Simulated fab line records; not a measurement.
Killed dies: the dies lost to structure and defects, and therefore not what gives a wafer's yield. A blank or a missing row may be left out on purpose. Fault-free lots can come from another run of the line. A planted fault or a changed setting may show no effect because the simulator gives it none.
fab line records	flow n5-finfet
[record] lots = 24	wafers = 72	last-day = 18
route steps=1938 shown BEOL_M11@1586 BEOL_M12@1603
lots that met no fault: taken from a fault-free run of the same line
start-h: start of the lot's first displayed wafer, in hours after the record's first day	wait-h: how many hours have passed since the lot's step before this one	" the same as in the row above	L1.1+2: several wafers, shown together as one row	- value missing, or start not given	* or withheld: withheld	< > ~ a bound
route shown NAME@n: NAME is a module with steps in the file, n the number in the route of the first one	usual: average and standard deviation across the fault-free wafers	same: alike in all rows	chamber/n: place in a boat	sites: each site's reading	_std_site: their standard deviation	_edge_site: mean of outer sites minus mean of inner sites	radius-mm: for every site, how far away it sits from the centre of the wafer	mask NAME#n: copy n	behind: the most recent tool/chamber to have shaped the wafer	hold: the reason the lot was held/the length of the hold in hours/how it ended	device: whichever transistor did not switch (one of n, p or np)	end of line: tests run on the same wafers once the route is complete	a step given without rows: its recipe and nothing more	killed: not the wafer's yield, but the dies lost to structure and defects at the first sort	map: dies across one wafer; x = killed, . = not, _ = none there
set.NAME: the run value of the setting; set.NAME@STEP: its run value at that earlier step	model.NAME: the simulator's own value behind a step, which no gauge read
steps of the route over a sample of lots; a table a step, a row a wafer
services: when a tool's chamber went out of use (start-h, in hours from the record's first day, below 0 if earlier), for how many hours, and the reason
[[steps]]
[step N5_BEOL_M11_CD_MEAS_35]
[recipe] target-cd-nm = 70	polarity = opening
[usual] cd-nm = 70.1/0.77
lot.wafer	tool	chamber	start-h	wait-h	cd-nm
L074.1	cd-sem-02	-	223.96	0.0	70.3
L074.3	"	-	"	"	70.5
L074.4	"	-	"	"	71.4
L075.1	cd-sem-01	-	238.09	0.0	69.7
L075.4	"	-	"	"	69.6
L075.6	"	-	"	"	70.5
L077.3	cd-sem-02	-	245.29	0.0	70.7
L077.5	"	-	"	"	70.1
L077.6	"	-	"	"	71.7
L076.4	cd-sem-03	-	258.93	0.0	70.0
L076.5	"	-	"	"	70.0
L076.6	"	-	"	"	69.4
L078.1	cd-sem-01	-	267.11	0.0	69.9
L078.2	"	-	"	"	70.5
L078.3	"	-	"	"	68.3
L079.2	cd-sem-02	-	278.12	0.0	69.1
L079.4	"	-	"	"	69.4
L079.5	"	-	"	"	70.6
L080.1	cd-sem-01	-	293.69	0.0	68.8
L080.4	"	-	"	"	67.9
L080.5	"	-	"	"	70.1
L081.1	cd-sem-03	-	294.15	0.0	69.4
L081.2	"	-	"	"	69.7
L081.6	"	-	"	"	69.0
L082.1	cd-sem-02	-	294.21	0.0	69.8
L082.3	"	-	"	"	69.1
L082.4	"	-	"	"	67.9
L084.1	cd-sem-02	-	301.62	0.0	70.4
L084.2	"	-	"	"	69.3
L084.5	"	-	"	"	68.9
L083.3	cd-sem-03	-	306.68	0.0	69.6
L083.5	"	-	"	"	70.6
L083.6	"	-	"	"	70.6
L085.2	cd-sem-02	-	309.64	0.0	70.7
L085.4	"	-	"	"	71.6
L085.6	"	-	"	"	70.5
L086.3	cd-sem-01	-	309.82	0.0	70.5
L086.4	"	-	"	"	70.8
L086.6	"	-	"	"	71.2
L088.2	cd-sem-01	-	318.77	0.0	71.2
L088.4	"	-	"	"	71.4
L088.6	"	-	"	"	71.1
L087.2	cd-sem-03	-	320.30	0.0	70.2
L087.4	"	-	"	"	69.5
L087.6	"	-	"	"	70.0
L090.2	cd-sem-03	-	328.92	0.0	69.8
L090.3	"	-	"	"	69.3
L090.5	"	-	"	"	69.7
L089.1	cd-sem-01	-	338.44	0.0	71.4
L089.3	"	-	"	"	71.1
L089.6	"	-	"	"	70.6
L091.3	cd-sem-03	-	344.49	0.0	71.5
L091.4	"	-	"	"	68.9
L091.6	"	-	"	"	70.3
L092.2	cd-sem-01	-	347.38	0.0	69.8
L092.3	"	-	"	"	69.1
L092.5	"	-	"	"	69.2
L093.2	cd-sem-01	-	355.88	0.0	69.7
L093.5	"	-	"	"	70.3
L093.6	"	-	"	"	70.2
L094.2	cd-sem-03	-	358.52	0.0	69.9
L094.4	"	-	"	"	70.6
L094.5	"	-	"	"	70.1
L095.1	cd-sem-01	-	372.01	0.0	70.1
L095.2	"	-	"	"	70.1
L095.3	"	-	"	"	70.7
L096.3	cd-sem-02	-	375.74	0.0	70.5
L096.5	"	-	"	"	70.4
L096.6	"	-	"	"	70.6
L097.1	cd-sem-02	-	378.61	0.0	69.2
L097.3	"	-	"	"	69.2
L097.4	"	-	"	"	68.5
[step N5_BEOL_M11_SPUTTER_48]
[recipe] material = Cu	target-thk-a = 120	temp-c = -20	bias-v = 60	power-w = 26000	chamber-pressure-pa = 0.13	time-s = 2
[usual] cathode-dc-power-W = 26000/4.8	throttle-valve-pct = 29.8/0.89
lot.wafer	tool	chamber	start-h	wait-h	cathode-dc-power-W	throttle-valve-pct
L074.1	pvd-sputter-01	-	226.21	0.6	25996	29.0
L074.3	"	-	"	"	26007	30.6
L074.4	"	-	"	"	26002	29.0
L075.1	pvd-sputter-02	-	239.51	0.2	25996	29.6
L075.4	"	-	"	"	25995	31.6
L075.6	"	-	"	"	26006	29.8
L077.3	pvd-sputter-02	-	248.34	1.8	25995	31.5
L077.5	"	-	"	"	26003	31.6
L077.6	"	-	"	"	25992	29.9
L076.4	pvd-sputter-01	-	262.02	0.0	26001	28.9
L076.5	"	-	"	"	25983	28.9
L076.6	"	-	"	"	25995	30.2
L078.1	pvd-sputter-01	-	269.34	0.1	26002	30.4
L078.2	"	-	"	"	25999	28.9
L078.3	"	-	"	"	26003	30.1
L079.2	pvd-sputter-02	-	280.00	0.7	25999	30.2
L079.4	"	-	"	"	25998	31.6
L079.5	"	-	"	"	25997	31.7
L080.1	pvd-sputter-01	-	294.97	0.2	26002	28.6
L080.4	"	-	"	"	25992	28.7
L080.5	"	-	"	"	26007	29.3
L081.1	pvd-sputter-01	-	295.29	0.1	26002	29.9
L081.2	"	-	"	"	26004	29.1
L081.6	"	-	"	"	26007	28.9
L082.1	pvd-sputter-02	-	296.21	0.9	25995	30.1
L082.3	"	-	"	"	26002	29.6
L082.4	"	-	"	"	25997	28.9
L084.1	pvd-sputter-02	-	303.03	0.1	26002	31.6
L084.2	"	-	"	"	26001	29.7
L084.5	"	-	"	"	25998	29.5
L083.3	pvd-sputter-03	-	309.27	1.4	26006	27.3
L083.5	"	-	"	"	26001	29.4
L083.6	"	-	"	"	26002	31.5
L085.2	pvd-sputter-02	-	310.80	0.1	26003	29.0
L085.4	"	-	"	"	26001	31.5
L085.6	"	-	"	"	25998	29.4
L086.3	pvd-sputter-02	-	311.00	0.1	26003	29.6
L086.4	"	-	"	"	26002	29.5
L086.6	"	-	"	"	26000	28.9
L088.2	pvd-sputter-01	-	320.64	0.1	26007	30.5
L088.4	"	-	"	"	26001	30.0
L088.6	"	-	"	"	26006	30.6
L087.2	pvd-sputter-01	-	321.33	0.2	25998	29.0
L087.4	"	-	"	"	26006	29.9
L087.6	"	-	"	"	25995	29.0
L090.2	pvd-sputter-02	-	330.69	0.1	25993	30.0
L090.3	"	-	"	"	25997	31.7
L090.5	"	-	"	"	25996	29.6
L089.1	pvd-sputter-01	-	339.79	0.1	25998	29.0
L089.3	"	-	"	"	25995	29.1
L089.6	"	-	"	"	25999	28.8
L091.3	pvd-sputter-02	-	345.80	0.1	26002	30.0
L091.4	"	-	"	"	26010	29.5
L091.6	"	-	"	"	25992	30.2
L092.2	pvd-sputter-01	-	350.20	0.1	25994	29.9
L092.3	"	-	"	"	26000	29.3
L092.5	"	-	"	"	26000	30.3
L093.2	pvd-sputter-02	-	356.92	0.1	25996	29.6
L093.5	"	-	"	"	25998	31.6
L093.6	"	-	"	"	25993	30.0
L094.2	pvd-sputter-01	-	362.52	0.1	25991	29.1
L094.4	"	-	"	"	25992	30.4
L094.5	"	-	"	"	25996	28.8
L095.1	pvd-sputter-01	-	374.66	1.4	26008	28.8
L095.2	"	-	"	"	25994	29.1
L095.3	"	-	"	"	26002	30.3
L096.3	pvd-sputter-01	-	377.50	0.5	25998	30.3
L096.5	"	-	"	"	25995	28.9
L096.6	"	-	"	"	25997	28.9
L097.1	pvd-sputter-02	-	380.67	0.1	26008	31.5
L097.3	"	-	"	"	25997	29.7
L097.4	"	-	"	"	25990	29.0
[step N5_BEOL_M11_ANNEAL_51]
[recipe] temp-c = 225	time-s = 90	ambient = N2
[usual] wafer_temp_C_max = 225.68/0.21
lot.wafer	tool	chamber	start-h	wait-h	wafer_temp_C_max
L074.1	rtp-anneal-01	0	226.60	0.2	225.93
L074.3	"	0	"	"	225.54
L074.4	"	0	"	"	225.68
L075.1	rtp-anneal-02	0	239.74	0.1	225.99
L075.4	"	0	"	"	225.77
L075.6	"	0	"	"	226.11
L077.3	rtp-anneal-02	0	248.82	0.3	225.52
L077.5	"	0	"	"	225.79
L077.6	"	0	"	"	225.44
L076.4	rtp-anneal-01	0	262.64	0.4	225.41
L076.5	"	0	"	"	225.13
L076.6	"	0	"	"	225.77
L078.1	rtp-anneal-02	0	269.57	0.1	225.89
L078.2	"	0	"	"	225.91
L078.3	"	0	"	"	225.62
L079.2	rtp-anneal-02	0	280.57	0.4	225.57
L079.4	"	0	"	"	225.80
L079.5	"	0	"	"	225.98
L080.1	rtp-anneal-02	0	295.20	0.1	225.52
L080.4	"	0	"	"	225.51
L080.5	"	0	"	"	225.69
L081.1	rtp-anneal-02	0	295.52	0.1	225.82
L081.2	"	0	"	"	225.27
L081.6	"	0	"	"	225.76
L082.1	rtp-anneal-02	0	296.44	0.1	225.80
L082.3	"	0	"	"	225.55
L082.4	"	0	"	"	225.51
L084.1	rtp-anneal-02	0	303.52	0.3	225.52
L084.2	"	0	"	"	225.66
L084.5	"	0	"	"	225.59
L083.3	rtp-anneal-01	0	309.63	0.2	225.49
L083.5	"	0	"	"	226.02
L083.6	"	0	"	"	225.32
L085.2	rtp-anneal-01	0	311.08	0.1	225.54
L085.4	"	0	"	"	225.37
L085.6	"	0	"	"	225.35
L086.3	rtp-anneal-01	0	311.39	0.2	225.51
L086.4	"	0	"	"	225.70
L086.6	"	0	"	"	225.85
L088.2	rtp-anneal-02	0	322.09	1.3	225.73
L088.4	"	0	"	"	226.12
L088.6	"	0	"	"	225.63
L087.2	rtp-anneal-01	0	323.27	1.8	225.86
L087.4	"	0	"	"	225.82
L087.6	"	0	"	"	225.56
L090.2	rtp-anneal-01	0	331.58	0.7	225.30
L090.3	"	0	"	"	225.67
L090.5	"	0	"	"	225.78
L089.1	rtp-anneal-02	0	340.32	0.4	225.52
L089.3	"	0	"	"	225.90
L089.6	"	0	"	"	225.96
L091.3	rtp-anneal-01	0	346.34	0.4	225.73
L091.4	"	0	"	"	225.62
L091.6	"	0	"	"	226.11
L092.2	rtp-anneal-01	0	350.48	0.1	225.51
L092.3	"	0	"	"	225.41
L092.5	"	0	"	"	225.35
L093.2	rtp-anneal-02	0	357.19	0.1	225.79
L093.5	"	0	"	"	225.61
L093.6	"	0	"	"	225.62
L094.2	rtp-anneal-02	0	362.93	0.3	225.63
L094.4	"	0	"	"	225.98
L094.5	"	0	"	"	225.76
L095.1	rtp-anneal-02	0	374.89	0.1	226.09
L095.2	"	0	"	"	225.83
L095.3	"	0	"	"	225.61
L096.3	rtp-anneal-02	0	377.81	0.1	225.67
L096.5	"	0	"	"	225.72
L096.6	"	0	"	"	225.61
L097.1	rtp-anneal-01	0	380.90	0.1	225.69
L097.3	"	0	"	"	225.47
L097.4	"	0	"	"	225.52
[step N5_BEOL_M12_THK_MEAS_01]
[recipe] reads = SiOC_of_BEOL_M12_ILD_DEP_00
[usual] M12_ILD_THK = 662/9.6
lot.wafer	tool	chamber	start-h	wait-h	M12_ILD_THK[nm]
L074.1	film-metro-02	-	227.53	0.1	647
L074.3	"	-	"	"	652
L074.4	"	-	"	"	656
L075.1	film-metro-01	-	240.65	0.1	673
L075.4	"	-	"	"	683
L075.6	"	-	"	"	678
L077.3	film-metro-01	-	249.66	0.1	675
L077.5	"	-	"	"	679
L077.6	"	-	"	"	687
L076.4	film-metro-01	-	263.50	0.1	669
L076.5	"	-	"	"	669
L076.6	"	-	"	"	677
L078.1	film-metro-02	-	270.60	0.1	657
L078.2	"	-	"	"	650
L078.3	"	-	"	"	657
L079.2	film-metro-01	-	281.49	0.1	666
L079.4	"	-	"	"	677
L079.5	"	-	"	"	675
L080.1	film-metro-02	-	296.11	0.1	650
L080.4	"	-	"	"	658
L080.5	"	-	"	"	659
L081.1	film-metro-01	-	296.43	0.1	659
L081.2	"	-	"	"	650
L081.6	"	-	"	"	660
L082.1	film-metro-01	-	297.38	0.1	650
L082.3	"	-	"	"	644
L082.4	"	-	"	"	660
L084.1	film-metro-01	-	304.48	0.1	657
L084.2	"	-	"	"	658
L084.5	"	-	"	"	662
L083.3	film-metro-02	-	310.45	0.1	649
L083.5	"	-	"	"	667
L083.6	"	-	"	"	659
L085.2	film-metro-01	-	311.94	0.1	663
L085.4	"	-	"	"	665
L085.6	"	-	"	"	679
L086.3	film-metro-02	-	312.21	0.1	658
L086.4	"	-	"	"	665
L086.6	"	-	"	"	666
L088.2	film-metro-01	-	323.20	0.1	668
L088.4	"	-	"	"	679
L088.6	"	-	"	"	678
L087.2	film-metro-01	-	324.13	0.1	651
L087.4	"	-	"	"	661
L087.6	"	-	"	"	669
L090.2	film-metro-01	-	332.44	0.1	651
L090.3	"	-	"	"	658
L090.5	"	-	"	"	664
L089.1	film-metro-01	-	341.23	0.1	650
L089.3	"	-	"	"	660
L089.6	"	-	"	"	661
L091.3	film-metro-01	-	347.37	0.1	660
L091.4	"	-	"	"	668
L091.6	"	-	"	"	676
L092.2	film-metro-02	-	351.36	0.1	657
L092.3	"	-	"	"	647
L092.5	"	-	"	"	666
L093.2	film-metro-02	-	358.07	0.1	648
L093.5	"	-	"	"	671
L093.6	"	-	"	"	655
L094.2	film-metro-01	-	363.79	0.1	652
L094.4	"	-	"	"	666
L094.5	"	-	"	"	654
L095.1	film-metro-02	-	376.07	0.1	641
L095.2	"	-	"	"	650
L095.3	"	-	"	"	644
L096.3	film-metro-01	-	378.65	0.1	652
L096.5	"	-	"	"	665
L096.6	"	-	"	"	661
L097.1	film-metro-02	-	381.83	0.1	651
L097.3	"	-	"	"	651
L097.4	"	-	"	"	668
[step N5_BEOL_M12_DESCUM_33]
[recipe] chemistry = O2	time-s = 7.9	source-power-w = 50	bias-power-w = 20	pressure-mtorr = 20	rf-frequency-hz = 2.712e+07	temp-c = 40	o2-flow-sccm = 225
[usual] drypump-motor-current-A = 5.7/0.41	oes-product-au = 0.80/0.073	rf-vpp-V = 243.1/1.4	showerhead-plenum-p-Torr = 2.08/0.072	throttle-valve-pct = 20.32/0.2
lot.wafer	tool	chamber	start-h	wait-h	drypump-motor-current-A	oes-product-au	rf-hours-counter-h	rf-vpp-V	showerhead-plenum-p-Torr	throttle-valve-pct
L074.1	rie-diel-01	3	228.96	0.0	6.1	0.98	1	243.0	2.03	19.84
L074.3	"	2	"	"	5.6	0.83	74	243.1	2.05	20.36
L074.4	"	0	"	"	5.2	0.80	-	247.0	2.20	20.44
L075.1	rie-diel-04	0	242.07	0.0	6.0	0.76	145	243.7	1.99	20.13
L075.4	"	2	"	"	6.0	0.69	211	241.4	2.09	20.27
L075.6	"	2	"	"	6.0	0.69	-	242.5	2.09	20.27
L077.3	rie-diel-04	1	250.96	0.0	5.8	0.92	14	244.4	2.14	20.36
L077.5	"	3	"	"	5.2	0.79	-	241.6	2.01	20.52
L077.6	"	0	"	"	6.0	0.76	-	241.9	1.99	20.11
L076.4	rie-diel-04	0	264.94	0.1	5.9	0.75	152	242.4	1.99	20.13
L076.5	"	2	"	"	6.0	0.69	-	243.2	2.08	20.29
L076.6	"	1	"	"	5.9	0.90	-	243.8	2.14	20.38
L078.1	rie-diel-06	2	272.04	0.0	5.8	0.81	93	244.5	2.09	20.14
L078.2	"	0	"	"	5.2	0.69	236	244.9	2.13	20.07
L078.3	"	3	"	"	5.0	0.86	79	241.4	2.05	20.51
L079.2	rie-diel-01	1	283.23	0.0	5.3	0.91	12	241.7	2.02	20.22
L079.4	"	0	"	"	5.2	0.78	114	244.3	2.20	20.46
L079.5	"	1	"	"	5.3	0.91	-	242.8	2.03	20.22
L080.1	rie-diel-04	3	297.73	0.0	5.1	0.79	127	242.7	2.01	20.53
L080.4	"	2	"	"	6.0	0.68	229	241.4	2.08	20.30
L080.5	"	2	"	"	6.0	0.68	-	242.6	2.08	20.30
L081.1	rie-diel-04	0	298.22	0.3	6.0	0.75	162	241.5	1.99	20.15
L081.2	"	1	"	"	5.9	0.88	29	244.0	2.14	20.38
L081.6	"	2	"	"	6.0	0.68	-	243.4	2.08	20.30
L082.1	rie-diel-04	3	298.87	0.0	5.1	0.79	127	240.9	2.01	20.53
L082.3	"	2	"	"	6.0	0.69	230	243.6	2.08	20.29
L082.4	"	0	"	"	5.9	0.75	162	242.3	1.99	20.15
L084.1	rie-diel-06	0	306.19	0.1	5.2	0.68	248	243.1	2.12	20.08
L084.2	"	1	"	"	6.3	0.82	67	246.6	2.22	20.43
L084.5	"	3	"	"	5.0	0.84	-	242.5	2.04	20.53
L083.3	rie-diel-01	3	311.84	0.1	6.1	0.89	31	242.1	2.02	19.87
L083.5	"	3	"	"	6.1	0.89	-	241.5	2.02	19.86
L083.6	"	0	"	"	5.2	0.77	-	244.6	2.19	20.48
L085.2	rie-diel-01	3	313.49	0.0	6.2	0.89	32	243.1	2.02	19.87
L085.4	"	1	"	"	5.3	0.90	23	242.5	2.02	20.24
L085.6	"	1	"	"	5.4	0.90	-	242.3	2.02	20.24
L086.3	rie-diel-06	2	313.73	0.0	5.8	0.79	109	244.5	2.08	20.15
L086.4	"	2	"	"	5.8	0.80	-	244.6	2.08	20.18
L086.6	"	1	"	"	6.3	0.81	-	244.6	2.22	20.43
L088.2	rie-diel-06	3	324.80	0.1	5.1	0.82	99	241.2	2.04	20.55
L088.4	"	3	"	"	5.1	0.83	-	242.4	2.04	20.55
L088.6	"	1	"	"	6.3	0.80	-	244.4	2.22	20.44
L087.2	rie-diel-06	1	325.43	0.0	6.3	0.81	77	245.6	2.22	20.44
L087.4	"	1	"	"	6.4	0.80	-	243.9	2.22	20.44
L087.6	"	3	"	"	5.0	0.82	-	240.8	2.04	20.56
L090.2	rie-diel-01	1	333.87	0.0	5.3	0.88	30	242.6	2.02	20.23
L090.3	"	2	"	"	5.6	0.80	113	242.3	2.03	20.41
L090.5	"	0	"	"	5.2	0.76	-	245.1	2.19	20.48
L089.1	rie-diel-04	2	342.91	0.1	6.0	0.67	245	242.9	2.07	20.32
L089.3	"	3	"	"	5.2	0.78	143	242.2	2.00	20.56
L089.6	"	3	"	"	5.1	0.77	-	241.6	2.00	20.55
L091.3	rie-diel-04	2	348.93	0.0	6.0	0.67	248	243.7	2.07	20.32
L091.4	"	0	"	"	6.0	0.74	178	241.2	1.98	20.18
L091.6	"	1	"	"	5.9	0.86	-	244.1	2.13	20.41
L092.2	rie-diel-04	2	352.65	0.0	6.0	0.67	250	243.1	2.07	20.34
L092.3	"	3	"	"	5.1	0.76	147	242.5	2.00	20.56
L092.5	"	2	"	"	6.0	0.67	-	243.3	2.07	20.34
L093.2	rie-diel-01	2	359.49	0.0	5.5	0.78	120	241.0	2.03	20.43
L093.5	"	0	"	"	5.2	0.76	-	245.0	2.19	20.50
L093.6	"	1	"	"	5.3	0.86	-	242.4	2.01	20.26
L094.2	rie-diel-01	3	367.52	0.1	6.1	0.86	51	242.3	2.01	19.91
L094.4	"	0	"	"	5.2	0.76	145	243.4	2.19	20.51
L094.5	"	3	"	"	6.1	0.87	-	243.4	2.01	19.91
L095.1	rie-diel-04	2	377.84	0.0	6.0	0.97	4	242.0	2.07	20.12
L095.2	"	1	"	"	5.8	0.84	59	243.4	2.12	20.42
L095.3	"	3	"	"	5.1	0.76	158	243.3	2.00	20.59
L096.3	rie-diel-01	2	380.12	0.0	5.5	0.77	126	242.8	2.03	20.44
L096.5	"	1	"	"	5.3	0.86	-	242.7	2.01	20.28
L096.6	"	2	"	"	5.5	0.78	-	241.3	2.03	20.44
L097.1	rie-diel-06	1	383.27	0.0	6.3	0.79	96	244.7	2.21	20.46
L097.3	"	2	"	"	5.8	0.77	136	243.0	2.08	20.20
L097.4	"	0	"	"	5.2	0.96	17	241.9	2.11	19.82
[step N5_BEOL_M12_TRENCH_ETCH_34]
[recipe] chemistry = C4F8/O2/Ar	target = SiOC	target-depth-a = 3189.5	mask-material = SOC	pressure-mtorr = 30	source-w = 3000	bias-w = 700	Ar_flow_sccm = 400	C4F8_flow_sccm = 15	O2_flow_sccm = 8	he-inner-torr = 15	he-outer-torr = 30	time-s = 125.5	ion-energy-ev = 250
[usual] O2_flow_sccm = 8.000/0.023	drypump-motor-current-A = 5.7/0.41	oes-product-au = 0.81/0.074	rf-vpp-V = 665.0/2.9	showerhead-plenum-p-Torr = 3.39/0.099	throttle-valve-pct = 24.07/0.21
lot.wafer	tool	chamber	start-h	wait-h	O2_flow_sccm	drypump-motor-current-A	oes-product-au	rf-hours-counter-h	rf-vpp-V	showerhead-plenum-p-Torr	throttle-valve-pct
L074.1	rie-diel-01	3	229.32	0.0	8.023	6.2	1.00	1	663.9	3.31	23.58
L074.3	"	2	"	"	8.017	5.6	0.84	75	663.1	3.31	23.93
L074.4	"	0	"	"	8.021	5.2	0.80	-	671.5	3.56	24.08
L075.1	rie-diel-04	0	242.44	0.0	8.001	5.9	0.77	145	661.8	3.31	24.07
L075.4	"	2	"	"	7.993	6.0	0.69	211	664.2	3.36	23.81
L075.6	"	2	"	"	8.032	6.0	0.69	-	663.9	3.37	23.80
L077.3	rie-diel-04	1	251.32	0.0	7.990	5.9	0.92	14	667.4	3.51	24.24
L077.5	"	3	"	"	8.000	5.2	0.79	-	663.7	3.32	24.38
L077.6	"	0	"	"	8.006	5.9	0.75	-	661.0	3.31	24.09
L076.4	rie-diel-04	0	265.30	0.0	7.994	6.0	0.76	152	661.5	3.31	24.09
L076.5	"	2	"	"	7.998	6.0	0.68	-	665.1	3.36	23.81
L076.6	"	1	"	"	8.002	5.9	0.91	-	667.3	3.50	24.24
L078.1	rie-diel-06	2	272.40	0.0	8.014	5.8	0.82	94	665.9	3.45	24.08
L078.2	"	0	"	"	8.007	5.2	0.69	236	667.2	3.52	24.01
L078.3	"	3	"	"	8.026	5.1	0.84	80	661.6	3.32	24.18
L079.2	rie-diel-01	1	283.59	0.0	7.960	5.4	0.92	12	662.6	3.35	24.22
L079.4	"	0	"	"	8.007	5.2	0.79	114	670.2	3.55	24.10
L079.5	"	1	"	"	7.989	5.3	0.91	-	663.5	3.35	24.21
L080.1	rie-diel-04	3	298.09	0.0	8.002	5.2	0.79	127	662.0	3.31	24.38
L080.4	"	2	"	"	7.966	6.0	0.67	229	664.4	3.36	23.81
L080.5	"	2	"	"	7.973	6.0	0.68	-	665.1	3.36	23.83
L081.1	rie-diel-04	0	298.58	0.0	7.980	5.9	0.76	162	661.9	3.30	24.11
L081.2	"	1	"	"	8.045	5.9	0.89	29	665.2	3.50	24.25
L081.6	"	2	"	"	8.020	6.0	0.68	-	663.1	3.35	23.81
L082.1	rie-diel-04	3	299.24	0.0	8.027	5.1	0.79	128	661.3	3.31	24.40
L082.3	"	2	"	"	7.989	6.0	0.68	230	664.3	3.35	23.81
L082.4	"	0	"	"	7.965	6.0	0.75	162	664.6	3.30	24.12
L084.1	rie-diel-06	0	306.55	0.0	8.029	5.2	0.68	248	667.0	3.51	24.01
L084.2	"	1	"	"	8.003	6.4	0.83	67	669.3	3.56	23.96
L084.5	"	3	"	"	7.990	5.0	0.83	-	664.2	3.31	24.22
L083.3	rie-diel-01	3	312.21	0.0	7.991	6.1	0.90	31	662.5	3.30	23.61
L083.5	"	3	"	"	7.994	6.1	0.90	-	664.0	3.30	23.62
L083.6	"	0	"	"	7.970	5.2	0.77	-	670.3	3.54	24.11
L085.2	rie-diel-01	3	313.86	0.0	7.983	6.2	0.90	32	663.9	3.30	23.62
L085.4	"	1	"	"	7.981	5.4	0.89	23	664.2	3.35	24.22
L085.6	"	1	"	"	7.975	5.4	0.88	-	662.8	3.35	24.23
L086.3	rie-diel-06	2	314.10	0.0	8.010	5.8	0.80	109	667.1	3.44	24.09
L086.4	"	2	"	"	8.050	5.8	0.80	-	664.5	3.44	24.10
L086.6	"	1	"	"	7.978	6.4	0.82	-	671.6	3.56	23.96
L088.2	rie-diel-06	3	325.16	0.0	7.999	5.1	0.81	100	662.2	3.31	24.21
L088.4	"	3	"	"	8.017	5.1	0.82	-	664.1	3.31	24.23
L088.6	"	1	"	"	8.021	6.3	0.82	-	672.7	3.56	23.97
L087.2	rie-diel-06	1	325.80	0.0	7.974	6.4	0.81	77	670.9	3.56	23.97
L087.4	"	1	"	"	8.010	6.3	0.82	-	670.9	3.56	23.98
L087.6	"	3	"	"	8.027	5.1	0.81	-	663.3	3.31	24.22
L090.2	rie-diel-01	1	334.23	0.0	8.036	5.3	0.87	30	664.0	3.34	24.22
L090.3	"	2	"	"	8.023	5.6	0.79	113	662.7	3.29	24.00
L090.5	"	0	"	"	7.988	5.2	0.77	-	669.1	3.54	24.13
L089.1	rie-diel-04	2	343.27	0.0	7.988	6.0	0.67	246	665.9	3.35	23.84
L089.3	"	3	"	"	7.962	5.1	0.78	143	662.7	3.30	24.43
L089.6	"	3	"	"	7.987	5.1	0.78	-	662.9	3.30	24.42
L091.3	rie-diel-04	2	349.29	0.0	8.019	6.0	0.67	248	663.6	3.35	23.85
L091.4	"	0	"	"	8.012	6.0	0.74	179	662.9	3.30	24.13
L091.6	"	1	"	"	8.000	5.9	0.87	-	665.4	3.49	24.27
L092.2	rie-diel-04	2	353.02	0.0	8.004	6.0	0.67	250	663.1	3.34	23.83
L092.3	"	3	"	"	7.982	5.2	0.77	147	663.0	3.30	24.41
L092.5	"	2	"	"	8.010	6.0	0.66	-	664.1	3.34	23.85
L093.2	rie-diel-01	2	359.86	0.0	7.994	5.6	0.79	120	663.1	3.29	23.99
L093.5	"	0	"	"	8.000	5.2	0.77	-	668.0	3.53	24.13
L093.6	"	1	"	"	8.006	5.4	0.86	-	663.5	3.34	24.25
L094.2	rie-diel-01	3	367.89	0.0	8.025	6.1	0.88	51	662.6	3.29	23.65
L094.4	"	0	"	"	7.986	5.2	0.77	145	669.6	3.53	24.14
L094.5	"	3	"	"	8.016	6.2	0.88	-	662.4	3.29	23.64
L095.1	rie-diel-04	2	378.20	0.0	8.004	6.0	0.96	4	665.9	3.34	23.65
L095.2	"	1	"	"	8.047	5.8	0.84	59	665.2	3.48	24.29
L095.3	"	3	"	"	7.989	5.1	0.77	159	660.7	3.29	24.45
L096.3	rie-diel-01	2	380.48	0.0	8.011	5.6	0.79	127	661.7	3.28	24.00
L096.5	"	1	"	"	8.023	5.4	0.85	-	662.2	3.33	24.25
L096.6	"	2	"	"	8.004	5.5	0.78	-	662.2	3.28	24.00
L097.1	rie-diel-06	1	383.63	0.0	8.040	6.3	0.80	96	669.8	3.55	24.00
L097.3	"	2	"	"	7.991	5.8	0.78	136	665.5	3.42	24.14
L097.4	"	0	"	"	8.025	5.2	0.95	17	667.4	3.50	23.83
[[services]]
tool	chamber	start-h	hours	kind
rie-diel-01	3	205.59	-	clean
rie-diel-01	3	205.59	-	consumable-replace:focus-ring
rie-diel-01	3	205.59	19.6	scheduled-down
rie-diel-01	3	205.59	19.6	vent-cycle
rie-diel-06	-	221.57	2.8	pm
rie-diel-01	1	225.32	-	clean
rie-diel-01	1	225.32	-	consumable-replace:focus-ring
rie-diel-01	1	225.32	22.4	scheduled-down
rie-diel-01	1	225.32	22.4	vent-cycle
rtp-anneal-02	-	235.34	1.0	pm
rie-diel-06	-	256.88	0.1	repair
rie-diel-01	-	284.58	0.4	repair
rie-diel-06	0	311.12	-	clean
rie-diel-06	0	311.12	-	consumable-replace:esc
rie-diel-06	0	311.12	-	consumable-replace:focus-ring
rie-diel-06	0	311.12	22.7	scheduled-down
rie-diel-06	0	311.12	22.7	vent-cycle
rie-diel-01	2	337.34	4.5	repair
pvd-sputter-01	-	350.73	6.6	repair
rie-diel-04	2	353.14	-	clean
rie-diel-04	2	353.14	-	consumable-replace:focus-ring
[[key]]
fault none
